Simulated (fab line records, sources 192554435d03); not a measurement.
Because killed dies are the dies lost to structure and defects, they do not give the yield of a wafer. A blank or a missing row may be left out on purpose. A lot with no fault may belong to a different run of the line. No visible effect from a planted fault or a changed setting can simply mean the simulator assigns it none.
fab line records | flow n5_finfet
record: lots: 10 | wafers: 29 | last_day: 17
route steps=1938 shown GATE_CUT@507 BEOL_M4@1111 PASSIVATION@1936
lots untouched by any fault: they come from a run of this same line in which no faults occurred
start_h: start of the lot's first displayed wafer, in hours after the record's first day | wait_h: hours elapsed since this lot's preceding step | " the same as in the row above | L1.1+2: several wafers, shown together as one row | - no value, or no start was given | * or withheld: withheld | < > ~ a bound
route shown NAME@n: names a module that has steps shown in the file, with the first one's number in the route | usual: mean/standard deviation of fault-free wafers | same: alike in all rows | chamber/n: place in a boat | sites: each site's reading | _std_site: the standard deviation of these | _edge_site: the outer-site mean with the inner-site mean subtracted | radius_mm: for every site, how far away it sits from the centre of the wafer | mask NAME#n: copy n | behind: the tool/chamber that last shaped the wafer | hold: reason for holding the lot/hours on hold/outcome of the hold | device: which transistor (n, p or np) failed to switch | end of line: tests run on the same wafers once the route is complete | a step given without rows: its recipe and nothing more | killed: at the first sort, the dies lost to defects and structure; wafer yield is something else | map: the dies of a wafer, with x for killed, . for not killed, _ for no die there
set.NAME: the run value of the setting; set.NAME@STEP: its run value at that earlier step | model.NAME: the simulator's own value behind a step, which no gauge read
route steps across a sampled set of lots; one table per step, one row per wafer
services: from which hour (start_h, from the record's first day; less than 0 if before it) a tool's chamber was out of use, for how many hours, and why
== steps ==
step: N5_GATE_CUT_STRIP_21
recipe: chemistry: N2/H2 | time_s: 30 | power_w: 1000 | temp_c: 250 | pressure_mtorr: withheld | n2_flow_sccm: 1750 | h2_flow_sccm: 3250
usual: drypump_motor_current_A: 5.6/0.36 | heater_power_w: 314/11
lot.wafer | tool            | chamber | start_h | wait_h | drypump_motor_current_A | heater_power_w | rf_hours_counter_h
L108.2    | plasma_asher-01 | 0       | 93.06   | 0.0    | 6.1                     | 324            | 42
L108.4    | "               | 0       | "       | "      | 6.0                     | 319            | -
L108.6    | "               | 1       | "       | "      | 5.4                     | 287            | -
L109.2    | plasma_asher-02 | 0       | 97.71   | 0.0    | 5.8                     | 326            | 92
L109.3    | "               | 0       | "       | "      | 5.8                     | 319            | -
L109.5    | "               | 1       | "       | "      | 5.1                     | 317            | -
L111.2    | plasma_asher-02 | 0       | 113.66  | 0.1    | 5.8                     | 320            | 93
L111.6    | "               | 0       | "       | "      | 5.8                     | 313            | -
L112.3    | plasma_asher-01 | 0       | 125.91  | 0.1    | 6.1                     | 321            | -
L112.4    | "               | 1       | "       | "      | 5.4                     | 290            | -
L112.5    | "               | 0       | "       | "      | 6.0                     | 324            | -
L115.1    | plasma_asher-02 | 1       | 134.30  | 0.1    | 5.1                     | 313            | 102
L115.3    | "               | 1       | "       | "      | 5.1                     | 314            | -
L115.5    | "               | 1       | "       | "      | 5.1                     | 319            | -
L118.1    | plasma_asher-02 | 1       | 151.96  | 0.0    | 5.1                     | 319            | 105
L118.2    | "               | 0       | "       | "      | 5.8                     | 320            | 105
L118.6    | "               | 1       | "       | "      | 5.1                     | 319            | -
L119.3    | plasma_asher-02 | 1       | 157.88  | 0.1    | 5.1                     | 317            | -
L119.4    | "               | 0       | "       | "      | 5.8                     | 319            | -
L119.5    | "               | 1       | "       | "      | 5.1                     | 316            | -
L120.3    | plasma_asher-01 | 1       | 161.63  | 0.1    | 5.4                     | 295            | -
L120.4    | "               | 0       | "       | "      | 6.0                     | 323            | -
L120.5    | "               | 1       | "       | "      | 5.4                     | 285            | -
L125.1    | plasma_asher-02 | 0       | 192.98  | 0.0    | 5.8                     | 328            | 114
L125.2    | "               | 1       | "       | "      | 5.1                     | 315            | 114
L125.3    | "               | 1       | "       | "      | 5.1                     | 321            | -
L130.2    | plasma_asher-01 | 0       | 230.47  | 0.0    | 6.1                     | 315            | 65
L130.4    | "               | 1       | "       | "      | 5.4                     | 293            | -
L130.5    | "               | 1       | "       | "      | 5.4                     | 293            | -
step: N5_GATE_CUT_ALD_22
recipe: material: SiNx | target_thk_a: 160 | temp_c: 400 | ald_precursor_family: SiH2I2 | ald_co_reactant: N2/H2-plasma | pulse_time_s: 1 | ald_cycles: 320 | purge_time_s: 2 | co_reactant_purge_time_s: 2 | pressure_torr: 2
usual: ald_cycles: 320/0 | heater_power_w: 894/86 | precursor_pulse_height_rel: 0.999/0.019
same: purge_time_s: 2
lot.wafer | tool       | chamber | start_h | wait_h | ald_cycles | heater_power_w | precursor_pulse_height_rel
L108.2    | ald_sin-02 | 0       | 93.22   | 0.0    | 320        | 1008           | 1.008
L108.4    | "          | 3       | "       | "      | 320        | 956            | 0.955
L108.6    | "          | 2       | "       | "      | 320        | 893            | 0.984
L109.2    | ald_sin-02 | 1       | 98.41   | 0.6    | 320        | 852            | 1.004
L109.3    | "          | 2       | "       | "      | 320        | 897            | 1.016
L109.5    | "          | 1       | "       | "      | 320        | 852            | 1.015
L111.2    | ald_sin-02 | 1       | 113.81  | 0.0    | 320        | 863            | 1.006
L111.6    | "          | 3       | "       | "      | 320        | 905            | 1.004
L112.3    | ald_sin-04 | 2       | 126.05  | 0.0    | 320        | 756            | 1.022
L112.4    | "          | 0       | "       | "      | 320        | 875            | 1.003
L112.5    | "          | 3       | "       | "      | 320        | 905            | 0.983
L115.1    | ald_sin-03 | 0       | 134.68  | 0.2    | 320        | 1021           | 0.976
L115.3    | "          | 1       | "       | "      | 320        | 772            | 0.999
L115.5    | "          | 2       | "       | "      | 320        | 816            | 1.033
L118.1    | ald_sin-02 | 3       | 152.11  | 0.0    | 320        | 942            | 0.974
L118.2    | "          | 1       | "       | "      | 320        | 852            | 1.021
L118.6    | "          | 3       | "       | "      | 352        | 952            | 1.016
L119.3    | ald_sin-02 | 3       | 158.02  | 0.0    | 320        | 921            | 1.028
L119.4    | "          | 0       | "       | "      | 320        | 988            | 0.987
L119.5    | "          | 3       | "       | "      | 352        | 919            | 1.026
L120.3    | ald_sin-03 | 3       | 161.77  | 0.0    | 320        | 746            | 0.985
L120.4    | "          | 2       | "       | "      | 320        | 817            | 0.991
L120.5    | "          | 0       | "       | "      | 320        | 995            | 1.028
L125.1    | ald_sin-04 | 3       | 193.13  | 0.0    | 320        | 904            | 1.020
L125.2    | "          | 0       | "       | "      | 320        | 881            | 0.989
L125.3    | "          | 1       | "       | "      | 320        | 1012           | 0.992
L130.2    | ald_sin-02 | 0       | 230.63  | 0.0    | 320        | 1008           | 0.981
L130.4    | "          | 2       | "       | "      | 320        | 927            | 0.994
L130.5    | "          | 1       | "       | "      | 320        | 869            | 0.982
step: N5_GATE_CUT_THK_MEAS_24
recipe: reads: SiO2_of_GATE_CUT_HM_DEP_46+SiO2_flowable_of_ILD0_FCVD_FILL_01
usual: GC_FILL_THK: 220.2/1.8
lot.wafer | tool          | chamber | start_h | wait_h | GC_FILL_THK[nm]
L108.2    | film_metro-02 | -       | 95.00   | -      | 217.9
L108.4    | "             | -       | "       | "      | 221.0
L108.6    | "             | -       | "       | "      | 220.1
L109.2    | film_metro-02 | -       | 100.20  | -      | 219.4
L109.3    | "             | -       | "       | "      | 219.1
L109.5    | "             | -       | "       | "      | 221.5
L111.2    | film_metro-01 | -       | 115.60  | -      | 217.4
L111.6    | "             | -       | "       | "      | 220.0
L112.3    | film_metro-02 | -       | 127.83  | -      | 220.0
L112.4    | "             | -       | "       | "      | 221.3
L112.5    | "             | -       | "       | "      | 222.1
L115.1    | film_metro-02 | -       | 136.46  | -      | 217.3
L115.3    | "             | -       | "       | "      | 220.5
L115.5    | "             | -       | "       | "      | 221.8
L118.1    | film_metro-01 | -       | 153.89  | -      | 218.9
L118.2    | "             | -       | "       | "      | 219.3
L118.6    | "             | -       | "       | "      | 220.2
L119.3    | film_metro-01 | -       | 159.80  | -      | 219.0
L119.4    | "             | -       | "       | "      | 222.2
L119.5    | "             | -       | "       | "      | 221.6
L120.3    | film_metro-01 | -       | 163.55  | -      | 219.6
L120.4    | "             | -       | "       | "      | 223.9
L120.5    | "             | -       | "       | "      | 222.2
L125.1    | film_metro-01 | -       | 194.91  | -      | 218.6
L125.2    | "             | -       | "       | "      | 221.1
L125.3    | "             | -       | "       | "      | 222.4
L130.2    | film_metro-01 | -       | 232.41  | -      | 218.6
L130.4    | "             | -       | "       | "      | 219.6
L130.5    | "             | -       | "       | "      | 220.9
step: N5_GATE_CUT_INSPECT_26
recipe: inspect_instrument: darkfield | mode: post_cmp
usual: raw_defect_count: 39/18
lot.wafer | tool              | chamber | start_h | wait_h | raw_defect_count
L108.2    | defect_inspect-01 | -       | 95.74   | 0.0    | 41
L108.4    | "                 | -       | "       | "      | 18
L108.6    | "                 | -       | "       | "      | 59
L109.2    | defect_inspect-01 | -       | 100.95  | 0.0    | 25
L109.3    | "                 | -       | "       | "      | 48
L109.5    | "                 | -       | "       | "      | 46
L111.2    | defect_inspect-01 | -       | 116.34  | 0.0    | 22
L111.6    | "                 | -       | "       | "      | 36
L112.3    | defect_inspect-02 | -       | 128.57  | 0.0    | 38
L112.4    | "                 | -       | "       | "      | 26
L112.5    | "                 | -       | "       | "      | 45
L115.1    | defect_inspect-01 | -       | 137.20  | 0.0    | 42
L115.3    | "                 | -       | "       | "      | 29
L115.5    | "                 | -       | "       | "      | 51
L118.1    | defect_inspect-02 | -       | 154.63  | 0.0    | 50
L118.2    | "                 | -       | "       | "      | 37
L118.6    | "                 | -       | "       | "      | 44
L119.3    | defect_inspect-01 | -       | 160.54  | 0.0    | 52
L119.4    | "                 | -       | "       | "      | 41
L119.5    | "                 | -       | "       | "      | 59
L120.3    | defect_inspect-02 | -       | 164.29  | 0.0    | 33
L120.4    | "                 | -       | "       | "      | 30
L120.5    | "                 | -       | "       | "      | 26
L125.1    | defect_inspect-01 | -       | 195.80  | 0.0    | 15
L125.2    | "                 | -       | "       | "      | 12
L125.3    | "                 | -       | "       | "      | 19
L130.2    | defect_inspect-02 | -       | 233.15  | 0.0    | 33
L130.4    | "                 | -       | "       | "      | 34
L130.5    | "                 | -       | "       | "      | 42
step: N5_BEOL_M4_RC_MEAS_101
usual: DIBL_N: 36.0/1.9 | DIBL_P: 36.0/2.1 | IOFF_N: 0.155/0.029 | IOFF_P: 0.20/0.032 | ION_N: 672/11 | ION_P: 461/6.9 | SS_N: 71.5/0.58 | SS_P: 73.2/0.64 | VT_N: 250.4/2.9 | VT_P: -251.0/2.8
lot.wafer | tool      | chamber | start_h | wait_h | DIBL_N[mV/V] | DIBL_P[mV/V] | IOFF_N[nA/um] | IOFF_P[nA/um] | ION_N[uA/um] | ION_P[uA/um] | SS_N[mV/dec] | SS_P[mV/dec] | VT_N[mV] | VT_P[mV]
L108.2    | prober-02 | 0       | 185.41  | 0.2    | 36.5         | 35.3         | 0.129         | 0.19          | 654          | 452          | 71.4         | 73.9         | 254.5    | -251.4
L108.4    | "         | 0       | "       | "      | 34.5         | 33.6         | 0.114         | 0.18          | 672          | 470          | 71.0         | 72.9         | 254.6    | -251.4
L108.6    | "         | 0       | "       | "      | 34.4         | 33.3         | 0.112         | 0.17          | 666          | 462          | 70.8         | 72.3         | 254.9    | -253.8
L109.2    | prober-01 | 0       | 187.22  | 0.2    | 34.9         | 34.6         | 0.145         | 0.22          | 661          | 457          | 71.4         | 72.4         | 249.4    | -248.6
L109.3    | "         | 0       | "       | "      | 35.2         | 35.3         | 0.160         | 0.22          | 670          | 462          | 71.6         | 73.1         | 245.6    | -248.3
L109.5    | "         | 0       | "       | "      | 36.4         | 35.9         | 0.168         | 0.22          | 669          | 460          | 72.3         | 72.6         | 247.4    | -250.0
L111.2    | prober-01 | 0       | 210.12  | 0.2    | 34.8         | 34.1         | 0.124         | 0.19          | 666          | 460          | 71.1         | 72.9         | 252.0    | -249.1
L111.6    | "         | 0       | "       | "      | 36.1         | 35.2         | 0.143         | 0.20          | 660          | 460          | 71.8         | 73.1         | 251.5    | -249.3
L112.3    | prober-02 | 0       | 214.62  | 0.3    | 40.6         | 39.6         | 0.218         | 0.27          | 676          | 465          | 72.8         | 74.5         | 248.8    | -248.0
L112.4    | "         | 0       | "       | "      | 39.2         | 39.2         | 0.194         | 0.25          | 686          | 466          | 72.2         | 74.2         | 246.9    | -246.9
L112.5    | "         | 0       | "       | "      | 41.7         | 41.4         | 0.236         | 0.30          | 678          | 467          | 72.6         | 74.4         | 246.5    | -246.9
L115.1    | prober-01 | 0       | 227.73  | 0.0    | 38.1         | 38.0         | 0.178         | 0.22          | 688          | 468          | 71.8         | 73.3         | 247.4    | -249.7
L115.3    | "         | 0       | "       | "      | 35.3         | 34.2         | 0.125         | 0.17          | 671          | 459          | 71.0         | 72.6         | 253.8    | -253.8
L115.5    | "         | 0       | "       | "      | 37.7         | 37.6         | 0.177         | 0.21          | 690          | 464          | 71.1         | 73.1         | 247.6    | -250.1
L118.1    | prober-01 | 0       | 237.95  | 0.0    | 35.5         | 34.8         | 0.148         | 0.20          | 677          | 465          | 71.8         | 72.5         | 250.3    | -251.6
L118.2    | "         | 0       | "       | "      | 37.3         | 36.5         | 0.174         | 0.22          | 681          | 468          | 71.6         | 73.5         | 250.7    | -251.2
L118.6    | "         | 0       | "       | "      | 35.1         | 34.4         | 0.130         | 0.19          | 656          | 456          | 71.6         | 72.4         | 255.0    | -252.9
L120.3    | prober-01 | 0       | 246.81  | 0.3    | 35.9         | 36.1         | 0.174         | 0.21          | 683          | 463          | 71.9         | 73.4         | 245.5    | -251.0
L120.4    | "         | 0       | "       | "      | 34.2         | 34.0         | 0.141         | 0.17          | 652          | 451          | 71.5         | 73.0         | 252.5    | -252.2
L120.5    | "         | 0       | "       | "      | 37.2         | 36.8         | 0.195         | 0.22          | 689          | 462          | 72.0         | 74.3         | 247.2    | -251.3
L119.3    | prober-01 | 0       | 249.96  | 0.3    | 34.1         | 33.6         | 0.122         | 0.16          | 657          | 462          | 71.4         | 72.6         | 252.1    | -255.5
L119.4    | "         | 0       | "       | "      | 38.1         | 39.0         | 0.217         | 0.26          | 684          | 466          | 72.7         | 74.0         | 243.7    | -250.7
L119.5    | "         | 0       | "       | "      | 35.3         | 34.9         | 0.142         | 0.18          | 673          | 459          | 71.2         | 73.4         | 248.6    | -252.9
L125.1    | prober-02 | 0       | 283.94  | 0.0    | 36.7         | 37.7         | 0.173         | 0.23          | 684          | 470          | 71.7         | 73.8         | 248.6    | -248.9
L125.2    | "         | 0       | "       | "      | 37.2         | 38.2         | 0.186         | 0.24          | 669          | 460          | 71.4         | 74.2         | 245.9    | -247.8
L125.3    | "         | 0       | "       | "      | 38.1         | 40.4         | 0.202         | 0.28          | 688          | 475          | 72.0         | 74.6         | 245.9    | -245.5
L130.2    | prober-01 | 0       | 311.51  | 0.2    | 37.5         | 36.0         | 0.179         | 0.23          | 672          | 465          | 71.6         | 73.9         | 248.6    | -246.8
L130.4    | "         | 0       | "       | "      | 35.8         | 34.7         | 0.147         | 0.20          | 678          | 460          | 71.1         | 72.9         | 251.6    | -250.3
L130.5    | "         | 0       | "       | "      | 38.0         | 36.4         | 0.173         | 0.24          | 657          | 450          | 71.5         | 73.8         | 248.6    | -252.1
step: N5_PASSIVATION_PROBE_49
usual: defect_limited_yield: 91.0/1.5 | killed_at_M0_to_M3: 33/9.4 | killed_at_M4_up: 14/4.8 | killed_at_contacts: 13/7.3 | killed_at_front_end: 43/13 | killed_at_other: 3.6/2.9 | killed_dies: 106/18 | killed_open: 69/13 | killed_short: 35/8.2 | sort_bin_5_function: 5.3/1 | sort_bin_6_memory: 3.3/0.68 | sort_n_pass: 1074/18 | sort_yield_pct: 91.0/1.5
same: gross_dies: 1180 | killed_at_back_side: 0 | sort_bin_4_leakage[%]: 0 | sort_bin_8_speed[%]: 0
lot.wafer | tool      | chamber | start_h | wait_h | defect_limited_yield[%] | killed_at_M0_to_M3 | killed_at_M4_up | killed_at_contacts | killed_at_front_end | killed_at_other | killed_dies | killed_open | killed_short | sort_bin_5_function[%] | sort_bin_6_memory[%] | sort_n_pass | sort_yield_pct[%]
L119.4    | prober-01 | -       | 356.29  | 0.2    | 91.3                    | 30                 | 16              | 7                  | 47                  | 3               | 103         | 63          | 38           | 4.9                    | 3.3                  | 1077        | 91.3
L119.5    | prober-01 | -       | 356.34  | 0.2    | 86.7                    | 51                 | 7               | 16                 | 82                  | 1               | 157         | 102         | 53           | 8.5                    | 4.3                  | 1023        | 86.7
killed by level:class
L119.4 FIN_SAQP:geometric_particle:open=9 FIN_SAQP:geometric_particle:short=8 BEOL_M2:geometric_particle:open=8 MOL_CONTACT_COAG:geometric_particle:open=6 BEOL_M4:geometric_particle:open=5 STARTING-WAFER:geometric_particle:short=4 BEOL_M2:geometric_particle:short=4 DUMMY_GATE:geometric_particle:open=4
L119.5 FIN_SAQP:geometric_particle:open=22 STI_FIN_REVEAL:geometric_particle:open=15 FIN_SAQP:geometric_particle:short=14 MOL_CONTACT_COAG:geometric_particle:open=14 BEOL_M3:geometric_particle:open=10 BEOL_M0_SAQP:geometric_particle:short=10 BEOL_M0_SAQP:geometric_particle:open=9 BEOL_M2:geometric_particle:open=7
== services ==
tool            | chamber | start_h | hours | kind
ald_sin-04      | -       | 85.25   | 14.0  | pm
ald_sin-04      | 0       | 85.25   | 14.0  | vent_cycle
ald_sin-04      | 1       | 85.25   | 14.0  | vent_cycle
ald_sin-04      | 2       | 85.25   | 14.0  | vent_cycle
ald_sin-04      | 3       | 85.25   | 14.0  | vent_cycle
ald_sin-04      | 0       | 99.25   | -     | clean
ald_sin-04      | 1       | 99.25   | -     | clean
ald_sin-04      | 2       | 99.25   | -     | clean
ald_sin-04      | 3       | 99.25   | -     | clean
plasma_asher-02 | -       | 109.26  | 2.8   | pm
plasma_asher-01 | -       | 115.45  | 10.4  | repair
ald_sin-02      | 3       | 121.55  | 17.2  | repair
ald_sin-02      | -       | 130.27  | 0.4   | repair
ald_sin-04      | 2       | 153.87  | 21.7  | repair
ald_sin-03      | -       | 166.93  | 1.7   | repair
plasma_asher-01 | -       | 168.97  | 3.8   | repair
ald_sin-03      | -       | 178.05  | 14.0  | pm
ald_sin-03      | 0       | 178.05  | 14.0  | vent_cycle
ald_sin-03      | 1       | 178.05  | 14.0  | vent_cycle
ald_sin-03      | 2       | 178.05  | 14.0  | vent_cycle
ald_sin-03      | 3       | 178.05  | 14.0  | vent_cycle
ald_sin-03      | 0       | 192.05  | -     | clean
ald_sin-03      | 1       | 192.05  | -     | clean
ald_sin-03      | 2       | 192.05  | -     | clean
== key ==
first_sign: step: N5_GATE_CUT_ALD_22 | reading: ald_cycles | direction: up | sigmas: 99+ | usual: * | struck: *
effect none on later readings
met_at N5_GATE_CUT_ALD_22
struck_lots L118,L119
struck_wafers L118.6,L119.5
not_acting_at N5_GATE_CUT_STRIP_21,N5_GATE_CUT_THK_MEAS_24,N5_GATE_CUT_INSPECT_26
onset_between 113.81 152.11
fault: kind: process_parameter_drift | tool: ald_sin-02 | chamber: - | onset_h: 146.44 | steps: N5_GATE_CUT_ALD_22 | channel: ald_cycles | offset: * | shape: step | end_h: 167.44 | scope: struck_wafers_only | acts_in: * | stated: *
